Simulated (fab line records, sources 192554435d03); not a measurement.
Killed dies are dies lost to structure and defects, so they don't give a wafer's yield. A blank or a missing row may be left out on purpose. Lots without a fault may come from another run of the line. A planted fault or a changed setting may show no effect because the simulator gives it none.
Which tool did it? | flow n5_finfet | 21 lots, 63 wafers sampled, at 6 steps of a route of 1938

WHAT THE GAUGES READ, wafer by wafer
The record holds no reading of a measuring or inspecting step that can be judged against a usual standard deviation.

WHICH TOOL RAN EACH LOT (tool, then ch and the chambers of the sampled wafers, then the start)
lot  | N5_HKMG_FIN_ALD_72            | N5_GATE_CUT_ETCH_58               | N5_GATE_CUT_CMP_02            | N5_GATE_CUT_STRIP_42               | N5_GATE_CUT_VAPOR_ETCH_49         | N5_MOL_CONTACT_COAG_ETCH_105
L074 | cvd_w-01 ch 0,1, day 4 06:35  | rie_diel-04 ch 0,2,3, day 4 08:04 | cmp-01 ch 0,1,3, day 4 10:39  | rie_diel-04 ch 0,2,3, day 4 11:57  | rie_metal-02 ch 0,1, day 4 12:19  | rie_diel-02 ch 1,2,3, day 4 15:42
L075 | cvd_w-01 ch 0,1, day 4 16:44  | rie_diel-04 ch 1,3, day 4 17:56   | cmp-01 ch 0,1,2, day 4 21:07  | rie_diel-03 ch 1,2, day 4 22:11    | rie_metal-03 ch 0,1, day 4 22:32  | rie_diel-02 ch 1,2,3, day 5 02:16
L076 | cvd_w-01 ch 0,1, day 4 17:35  | rie_diel-03 ch 0,1,3, day 4 18:46 | cmp-04 ch 1,2,3, day 4 22:04  | rie_diel-06 ch 0,1,3, day 4 23:09  | rie_metal-03 ch 0,1, day 4 23:31  | rie_diel-05 ch 0,2, day 5 04:06
L077 | cvd_w-02 ch 0,1, day 5 03:28  | rie_diel-03 ch 0,1, day 5 04:53   | cmp-01 ch 1,2,3, day 5 07:48  | rie_diel-03 ch 0,1, day 5 08:53    | rie_metal-01 ch 0,1, day 5 09:16  | rie_diel-05 ch 0,1,2, day 5 13:54
L078 | cvd_w-02 ch 0, day 5 09:29    | rie_diel-03 ch 0,3, day 5 10:41   | cmp-04 ch 0,1, day 5 15:00    | rie_diel-03 ch 1,2,3, day 5 16:25  | rie_metal-02 ch 0,1, day 5 16:47  | rie_diel-02 ch 0,1,2, day 5 20:45
L079 | cvd_w-01 ch 0,1, day 5 13:28  | rie_diel-04 ch 0,1,3, day 5 14:55 | cmp-02 ch 0,2,3, day 5 17:42  | rie_diel-04 ch 0,1,3, day 5 18:52  | rie_metal-01 ch 0,1, day 5 19:13  | rie_diel-01 ch 0,1,3, day 5 22:34
L080 | cvd_w-02 ch 0,1, day 5 22:46  | rie_diel-04 ch 0,2, day 6 00:04   | cmp-02 ch 0,1, day 6 02:39    | rie_diel-04 ch 0,1,2, day 6 03:50  | rie_metal-03 ch 1, day 6 04:11    | rie_diel-02 ch 2,3, day 6 11:46
L081 | cvd_w-02 ch 0,1, day 6 00:56  | rie_diel-04 ch 1,2, day 6 02:13   | cmp-01 ch 1,3, day 6 04:51    | rie_diel-06 ch 0,1, day 6 06:01    | rie_metal-03 ch 0,1, day 6 06:22  | rie_diel-01 ch 0,1,3, day 6 11:52
L082 | cvd_w-01 ch 0,1, day 6 10:04  | rie_diel-03 ch 1,3, day 6 11:16   | cmp-01 ch 2,3, day 6 13:54    | rie_diel-03 ch 1,2,3, day 6 14:55  | rie_metal-01 ch 0,1, day 6 15:16  | rie_diel-02 ch 0,1,3, day 6 18:30
L083 | cvd_w-02 ch 0,1, day 6 14:13  | rie_diel-04 ch 0,1,2, day 6 15:28 | cmp-01 ch 0,2,3, day 6 18:07  | rie_diel-06 ch 1,2,3, day 6 19:26  | rie_metal-01 ch 0,1, day 6 19:48  | rie_diel-05 ch 0,2,3, day 6 23:16
L085 | cvd_w-01 ch 0,1, day 7 02:26  | rie_diel-03 ch 0,1,3, day 7 03:50 | cmp-02 ch 0,1,3, day 7 06:26  | rie_diel-06 ch 1,2,3, day 7 07:37  | rie_metal-03 ch 0,1, day 7 07:59  | rie_diel-01 ch 0,1,3, day 7 11:13
L086 | cvd_w-02 ch 0,1, day 7 08:57  | rie_diel-03 ch 0,1,2, day 7 10:23 | cmp-04 ch 0,1,2, day 7 13:01  | rie_diel-03 ch 1,2,3, day 7 14:01  | rie_metal-03 ch 0,1, day 7 14:22  | rie_diel-05 ch 1,3, day 7 18:25
L087 | cvd_w-02 ch 0,1, day 7 15:46  | rie_diel-06 ch 0,1,2, day 7 16:58 | cmp-04 ch 0,2,3, day 7 19:36  | rie_diel-06 ch 0,1,2, day 7 20:54  | rie_metal-03 ch 0,1, day 7 21:16  | rie_diel-01 ch 1,2,3, day 8 01:29
L089 | cvd_w-02 ch 0,1, day 8 02:55  | rie_diel-04 ch 0,1,2, day 8 04:07 | cmp-01 ch 0,2,3, day 8 07:01  | rie_diel-03 ch 0,1,3, day 8 08:09  | rie_metal-01 ch 0,1, day 8 08:31  | rie_diel-01 ch 0,2,3, day 8 13:29
L090 | cvd_w-02 ch 0,1, day 8 11:28  | rie_diel-04 ch 0,2,3, day 8 12:41 | cmp-01 ch 1,2,3, day 8 15:18  | rie_diel-03 ch 0,1,3, day 8 16:22  | rie_metal-03 ch 0,1, day 8 16:43  | rie_diel-05 ch 0,1,3, day 8 20:04
L091 | cvd_w-02 ch 0,1, day 8 18:38  | rie_diel-03 ch 0,1, day 8 20:17   | cmp-01 ch 1,2, day 9 00:13    | rie_diel-04 ch 0,3, day 9 01:26    | rie_metal-02 ch 0,1, day 9 01:47  | rie_diel-02 ch 2,3, day 9 05:08
L092 | cvd_w-02 ch 0,1, day 8 19:25  | rie_diel-03 ch 0,1,3, day 8 20:44 | cmp-04 ch 1,2,3, day 9 00:28  | rie_diel-03 ch 0,1,3, day 9 01:47  | rie_metal-02 ch 0,1, day 9 02:08  | rie_diel-05 ch 0,1,3, day 9 06:48
L093 | cvd_w-01 ch 0,1, day 9 05:29  | rie_diel-03 ch 0,1,3, day 9 06:47 | cmp-01 ch 0,1, day 9 09:23    | rie_diel-04 ch 0,3, day 9 10:35    | rie_metal-03 ch 1, day 9 10:56    | rie_diel-01 ch 2,3, day 9 14:18
L094 | cvd_w-02 ch 0,1, day 9 07:12  | rie_diel-04 ch 0,3, day 9 08:54   | cmp-02 ch 0,1,2, day 9 11:33  | rie_diel-03 ch 1,3, day 9 12:56    | rie_metal-03 ch 1, day 9 13:18    | rie_diel-05 ch 0,3, day 9 16:55
L096 | cvd_w-01 ch 0,1, day 10 03:15 | rie_diel-04 ch 0,3, day 10 04:37  | cmp-02 ch 0,1, day 10 07:35   | rie_diel-06 ch 0,1,3, day 10 09:06 | rie_metal-03 ch 0,1, day 10 09:28 | rie_diel-01 ch 0,1,3, day 10 14:05
L097 | cvd_w-02 ch 0,1, day 10 08:02 | rie_diel-03 ch 0,2, day 10 09:20  | cmp-04 ch 0,2,3, day 10 12:36 | rie_diel-06 ch 2,3, day 10 13:39   | rie_metal-01 ch 0,1, day 10 14:01 | rie_diel-02 ch 0,1, day 10 17:46
- N5_HKMG_FIN_ALD_72: deposits W, target thk 2 nm, pulse time 1 s, purge time 2 s.
- N5_GATE_CUT_ETCH_58: etches SiNx in CH3F/O2, target depth 17 nm, time 128.6 s.
- N5_GATE_CUT_CMP_02: polishes, stops on SiO2, t overpolish 12.7 s, target thk 0 nm.
- N5_GATE_CUT_STRIP_42: strips in O2.
- N5_GATE_CUT_VAPOR_ETCH_49: etches TiAlC in BCl3/Cl2.
- N5_MOL_CONTACT_COAG_ETCH_105: etches SiARC in CF4, target depth 15.6 nm, time 26 s.

WHAT THE TOOLS THEMSELVES READ (means of the sampled wafers that have a number; where no wafer has one, the mark that the record gives instead)
N5_HKMG_FIN_ALD_72. Usual: heater_power_w 481 W, standard deviation 44; precursor_pulse_height_rel 1.001, standard deviation 0.023.
lot  | tool     | heater_power_w (W) | precursor_pulse_height_rel | flag
L074 | cvd_w-01 | 510                | 1.004                      |
L075 | cvd_w-01 | 538                | 0.997                      |
L076 | cvd_w-01 | 509                | 0.983                      |
L077 | cvd_w-02 | 459                | 0.971                      |
L078 | cvd_w-02 | 436                | 1.018                      |
L079 | cvd_w-01 | 537                | 0.995                      |
L080 | cvd_w-02 | 449                | 1.006                      |
L081 | cvd_w-02 | 447                | 0.998                      |
L082 | cvd_w-01 | 500                | 0.994                      |
L083 | cvd_w-02 | 452                | 0.998                      |
L085 | cvd_w-01 | 511                | 1.002                      |
L086 | cvd_w-02 | 464                | 1.010                      |
L087 | cvd_w-02 | 457                | 1.018                      |
L089 | cvd_w-02 | 446                | 1.017                      |
L090 | cvd_w-02 | 447                | 1.014                      |
L091 | cvd_w-02 | 457                | 0.995                      |
L092 | cvd_w-02 | 450                | 0.988                      |
L093 | cvd_w-01 | 519                | 1.004                      |
L094 | cvd_w-02 | 459                | 1.032                      |
L096 | cvd_w-01 | 517                | 0.992                      |
L097 | cvd_w-02 | 456                | 0.973                      |

N5_GATE_CUT_ETCH_58. Usual: drypump_motor_current_A 5.8 A, standard deviation 0.33; mfc_ar_sccm 150.1 sccm, standard deviation 0.41; oes_product_au 0.77 a.u., standard deviation 0.078; rf_vpp_V 99.1 V, standard deviation 0.99; showerhead_plenum_p_Torr 1.97 Torr, standard deviation 0.078; throttle_valve_pct 16.33 %, standard deviation 0.21.
lot  | tool        | drypump_motor_current_A (A) | mfc_ar_sccm (sccm) | oes_product_au (a.u.) | rf_vpp_V (V) | showerhead_plenum_p_Torr (Torr) | throttle_valve_pct (%) | flag
L074 | rie_diel-04 | 5.7                         | 150.1              | 0.77                  | 98.8         | 1.96                            | 16.28                  |
L075 | rie_diel-04 | 5.8                         | 149.9              | 0.79                  | 98.6         | 1.94                            | 16.08                  |
L076 | rie_diel-03 | 5.6                         | 150.2              | 0.81                  | 98.9         | 1.95                            | 16.36                  |
L077 | rie_diel-03 | 5.8                         | 150.1              | 0.87                  | 98.4         | 2.00                            | 16.37                  |
L078 | rie_diel-03 | 5.7                         | 149.9              | 0.87                  | 99.9         | 2.00                            | 16.29                  |
L079 | rie_diel-04 | 5.7                         | 150.1              | 0.77                  | 99.6         | 1.96                            | 16.11                  |
L080 | rie_diel-04 | 5.8                         | 150.3              | 0.73                  | 98.9         | 2.03                            | 16.54                  |
L081 | rie_diel-04 | 6.1                         | 150.6              | 0.72                  | 99.5         | 2.09                            | 16.58                  |
L082 | rie_diel-03 | 5.6                         | 150.1              | 0.73                  | 98.3         | 1.91                            | 16.46                  |
L083 | rie_diel-04 | 5.9                         | 149.7              | 0.73                  | 99.3         | 2.03                            | 16.36                  |
L085 | rie_diel-03 | 5.6                         | 149.6              | 0.77                  | 99.6         | 1.95                            | 16.40                  |
L086 | rie_diel-03 | 6.0                         | 149.9              | 0.78                  | 99.5         | 1.97                            | 16.39                  |
L087 | rie_diel-06 | 5.9                         | 150.3              | 0.76                  | 99.7         | 1.97                            | 16.40                  |
L089 | rie_diel-04 | 5.9                         | 150.2              | 0.73                  | 99.1         | 2.02                            | 16.37                  |
L090 | rie_diel-04 | 5.7                         | 150.3              | 0.75                  | 98.7         | 1.95                            | 16.33                  |
L091 | rie_diel-03 | 5.7                         | 150.2              | 0.78                  | 99.1         | 1.94                            | 16.51                  |
L092 | rie_diel-03 | 5.7                         | 150.1              | 0.77                  | 98.6         | 1.94                            | 16.42                  |
L093 | rie_diel-03 | 5.6                         | 149.7              | 0.76                  | 98.5         | 1.94                            | 16.43                  |
L094 | rie_diel-04 | 5.5                         | 150.0              | 0.77                  | 98.7         | 1.87                            | 16.10                  |
L096 | rie_diel-04 | 5.5                         | 149.8              | 0.75                  | 99.1         | 1.89                            | 16.12                  |
L097 | rie_diel-03 | 6.3                         | 149.8              | 0.92                  | 99.2         | 1.99                            | 16.02                  |

N5_GATE_CUT_CMP_02. Usual: edge_zone_pressure_frac 0.999, standard deviation 0.005; motor_current_A 8.9 A, standard deviation 1; overpolish_run_s 12.701 s, standard deviation 0.0088; retaining_ring_pressure_frac 1.000, standard deviation 0.0045; time_to_endpoint_s 25.2 s, standard deviation 2.6.
lot  | tool   | edge_zone_pressure_frac | motor_current_A (A) | overpolish_run_s (s) | retaining_ring_pressure_frac | time_to_endpoint_s (s) | flag
L074 | cmp-01 | 0.998                   | 8.7                 | 12.706               | 1.005                        | 28.9                   |
L075 | cmp-01 | 0.999                   | 8.5                 | 12.701               | 1.000                        | 26.4                   |
L076 | cmp-04 | 1.004                   | 9.2                 | 12.695               | 0.999                        | 28.3                   |
L077 | cmp-01 | 1.001                   | 9.0                 | 12.703               | 0.998                        | 26.8                   |
L078 | cmp-04 | 1.002                   | 9.3                 | 12.706               | 1.005                        | 24.6                   |
L079 | cmp-02 | 1.001                   | 8.8                 | 12.700               | 0.999                        | 23.0                   |
L080 | cmp-02 | 0.997                   | 10.1                | 12.700               | 1.001                        | 23.0                   |
L081 | cmp-01 | 1.005                   | 8.5                 | 12.704               | 1.006                        | 22.9                   |
L082 | cmp-01 | 1.000                   | 10.1                | 12.708               | 0.998                        | 23.6                   |
L083 | cmp-01 | 1.000                   | 9.3                 | 12.693               | 1.002                        | 28.0                   |
L085 | cmp-02 | 0.999                   | 9.7                 | 12.692               | 1.001                        | 24.2                   |
L086 | cmp-04 | 0.998                   | 8.5                 | 12.704               | 0.995                        | 22.1                   |
L087 | cmp-04 | 0.995                   | 8.8                 | 12.697               | 0.998                        | 25.1                   |
L089 | cmp-01 | 1.001                   | 9.3                 | 12.701               | 1.001                        | 24.7                   |
L090 | cmp-01 | 0.994                   | 9.0                 | 12.701               | 0.998                        | 25.4                   |
L091 | cmp-01 | 0.998                   | 8.8                 | 12.703               | 1.001                        | 25.4                   |
L092 | cmp-04 | 1.002                   | 8.9                 | 12.700               | 0.996                        | 25.7                   |
L093 | cmp-01 | 0.992                   | 7.8                 | 12.697               | 1.000                        | 26.9                   |
L094 | cmp-02 | 1.001                   | 9.6                 | 12.697               | 1.001                        | 25.8                   |
L096 | cmp-02 | 0.995                   | 10.0                | 12.693               | 1.004                        | 25.3                   |
L097 | cmp-04 | 1.001                   | 8.8                 | 12.699               | 1.001                        | 25.1                   |

N5_GATE_CUT_STRIP_42. Usual: drypump_motor_current_A 5.8 A, standard deviation 0.32; oes_product_au 0.77 a.u., standard deviation 0.082; rf_vpp_V 3.6 V, standard deviation 0.46; showerhead_plenum_p_Torr 2.05 Torr, standard deviation 0.078; throttle_valve_pct 16.66 %, standard deviation 0.18.
lot  | tool        | drypump_motor_current_A (A) | oes_product_au (a.u.) | rf_vpp_V (V) | showerhead_plenum_p_Torr (Torr) | throttle_valve_pct (%) | flag
L074 | rie_diel-04 | 5.7                         | 0.78                  | 3.5          | 2.03                            | 16.52                  |
L075 | rie_diel-03 | 5.9                         | 0.73                  | 3.7          | 2.04                            | 16.84                  |
L076 | rie_diel-06 | 5.9                         | 0.83                  | 3.2          | 2.03                            | 16.70                  |
L077 | rie_diel-03 | 5.7                         | 0.81                  | 3.8          | 2.05                            | 16.85                  |
L078 | rie_diel-03 | 5.9                         | 0.71                  | 3.5          | 2.03                            | 16.72                  |
L079 | rie_diel-04 | 5.7                         | 0.78                  | 3.9          | 2.05                            | 16.43                  |
L080 | rie_diel-04 | 5.9                         | 0.75                  | 4.3          | 2.11                            | 16.60                  |
L081 | rie_diel-06 | 6.0                         | 0.87                  | 3.6          | 2.03                            | 16.69                  |
L082 | rie_diel-03 | 5.9                         | 0.71                  | 3.6          | 2.03                            | 16.73                  |
L083 | rie_diel-06 | 6.0                         | 0.81                  | 3.1          | 2.08                            | 16.67                  |
L085 | rie_diel-06 | 6.0                         | 0.79                  | 3.6          | 2.08                            | 16.68                  |
L086 | rie_diel-03 | 5.9                         | 0.71                  | 3.7          | 2.02                            | 16.73                  |
L087 | rie_diel-06 | 5.8                         | 0.77                  | 3.6          | 2.05                            | 16.70                  |
L089 | rie_diel-03 | 5.6                         | 0.78                  | 3.3          | 2.03                            | 16.74                  |
L090 | rie_diel-03 | 5.7                         | 0.77                  | 4.0          | 2.03                            | 16.74                  |
L091 | rie_diel-04 | 5.5                         | 0.76                  | 3.5          | 1.97                            | 16.38                  |
L092 | rie_diel-03 | 5.6                         | 0.77                  | 3.1          | 2.03                            | 16.75                  |
L093 | rie_diel-04 | 5.5                         | 0.76                  | 3.7          | 1.97                            | 16.40                  |
L094 | rie_diel-03 | 5.6                         | 0.72                  | 3.4          | 1.99                            | 16.84                  |
L096 | rie_diel-06 | 5.9                         | 0.76                  | 3.5          | 2.02                            | 16.78                  |
L097 | rie_diel-06 | 5.9                         | 0.89                  | 3.9          | 2.09                            | 16.40                  |

N5_GATE_CUT_VAPOR_ETCH_49. Usual: drypump_motor_current_A 5.7 A, standard deviation 0.34; oes_product_au 0.79 a.u., standard deviation 0.087.
lot  | tool         | drypump_motor_current_A (A) | oes_product_au (a.u.) | flag
L074 | rie_metal-02 | 6.1                         | 0.79                  |
L075 | rie_metal-03 | 5.8                         | 0.81                  |
L076 | rie_metal-03 | 5.7                         | 0.81                  |
L077 | rie_metal-01 | 5.4                         | 0.72                  |
L078 | rie_metal-02 | 5.9                         | 0.79                  |
L079 | rie_metal-01 | 5.3                         | 0.83                  |
L080 | rie_metal-03 | 5.9                         | 0.81                  |
L081 | rie_metal-03 | 5.9                         | 0.80                  |
L082 | rie_metal-01 | 5.2                         | 0.82                  |
L083 | rie_metal-01 | 5.3                         | 0.82                  |
L085 | rie_metal-03 | 5.8                         | 0.79                  |
L086 | rie_metal-03 | 5.7                         | 0.80                  |
L087 | rie_metal-03 | 5.7                         | 0.79                  |
L089 | rie_metal-01 | 5.3                         | 0.81                  |
L090 | rie_metal-03 | 5.8                         | 0.80                  |
L091 | rie_metal-02 | 6.1                         | 0.77                  |
L092 | rie_metal-02 | 6.1                         | 0.77                  |
L093 | rie_metal-03 | 5.9                         | 0.80                  |
L094 | rie_metal-03 | 5.9                         | 0.79                  |
L096 | rie_metal-03 | 5.8                         | 0.78                  |
L097 | rie_metal-01 | 5.4                         | 0.93                  |

N5_MOL_CONTACT_COAG_ETCH_105. Usual: drypump_motor_current_A 5.4 A, standard deviation 0.43; etch_rf_on_time_s 26.3 s, standard deviation 1.2; mfc_ar_sccm 100.00 sccm, standard deviation 0.3; oes_product_au 0.69 a.u., standard deviation 0.056; rf_vpp_V 184.6 V, standard deviation 1.1; showerhead_plenum_p_Torr 2.18 Torr, standard deviation 0.068; throttle_valve_pct 15.57 %, standard deviation 0.22.
lot  | tool        | drypump_motor_current_A (A) | etch_rf_on_time_s (s) | mfc_ar_sccm (sccm) | oes_product_au (a.u.) | rf_vpp_V (V) | showerhead_plenum_p_Torr (Torr) | throttle_valve_pct (%) | flag
L074 | rie_diel-02 | 5.5                         | 26.5                  | 99.80              | 0.71                  | 185.0        | 2.23                            | 15.54                  |
L075 | rie_diel-02 | 5.5                         | 26.1                  | 99.60              | 0.71                  | 185.4        | 2.23                            | 15.54                  |
L076 | rie_diel-05 | 5.3                         | 25.2                  | 100.07             | 0.75                  | 183.9        | 2.13                            | 15.57                  |
L077 | rie_diel-05 | 5.4                         | 25.7                  | 100.21             | 0.69                  | 184.4        | 2.18                            | 15.44                  |
L078 | rie_diel-02 | 5.4                         | 26.7                  | 100.12             | 0.70                  | 184.9        | 2.22                            | 15.49                  |
L079 | rie_diel-01 | 5.8                         | 26.5                  | 100.32             | 0.69                  | 183.5        | 2.16                            | 15.80                  |
L080 | rie_diel-02 | 5.9                         | 25.9                  | 100.23             | 0.72                  | 185.4        | 2.23                            | 15.55                  |
L081 | rie_diel-01 | 5.8                         | 26.5                  | 100.04             | 0.68                  | 185.0        | 2.16                            | 15.81                  |
L082 | rie_diel-02 | 5.0                         | 26.2                  | 99.80              | 0.67                  | 185.0        | 2.19                            | 15.58                  |
L083 | rie_diel-05 | 5.2                         | 25.3                  | 100.02             | 0.71                  | 184.4        | 2.15                            | 15.60                  |
L085 | rie_diel-01 | 5.8                         | 26.4                  | 99.61              | 0.68                  | 184.6        | 2.15                            | 15.84                  |
L086 | rie_diel-05 | 5.3                         | 25.8                  | 100.20             | 0.70                  | 185.0        | 2.19                            | 15.50                  |
L087 | rie_diel-01 | 5.5                         | 27.1                  | 100.00             | 0.69                  | 184.3        | 2.20                            | 15.64                  |
L089 | rie_diel-01 | 5.6                         | 27.2                  | 100.00             | 0.63                  | 183.3        | 2.11                            | 15.67                  |
L090 | rie_diel-05 | 5.4                         | 25.2                  | 99.89              | 0.71                  | 184.5        | 2.16                            | 15.51                  |
L091 | rie_diel-02 | 5.9                         | 25.9                  | 99.74              | 0.69                  | 185.8        | 2.22                            | 15.60                  |
L092 | rie_diel-05 | 5.4                         | 25.8                  | 99.98              | 0.70                  | 184.5        | 2.16                            | 15.51                  |
L093 | rie_diel-01 | 5.5                         | 27.0                  | 100.25             | 0.64                  | 184.1        | 2.16                            | 15.76                  |
L094 | rie_diel-05 | 5.2                         | 25.5                  | 100.20             | 0.72                  | 183.8        | 2.14                            | 15.67                  |
L096 | rie_diel-01 | 5.8                         | 26.1                  | 100.11             | 0.73                  | 185.3        | 2.22                            | 15.71                  |
L097 | rie_diel-02 | 4.9                         | 27.5                  | 99.94              | 0.64                  | 185.5        | 2.21                            | 15.58                  |

THE ANSWER, worked out from the rows above alone
Rule: a lot is off if the mean of its wafers that have a number lies more than 3 standard deviations from the usual mean. A lot without any number at a reading at which 4 lots or more have one is off too. The other lots that the step has rows for count as sound. The gauges are gone through in route order, then the tools' own readings, and for those a lot's mean is taken as printed above. The first step at which some lot is off is used, and at that step the reading that is off furthest; a lot without a number counts as furthest.
No lot is off at any reading shown: from this, nothing can be told.

WHAT THE SIMULATOR HAD PUT IN
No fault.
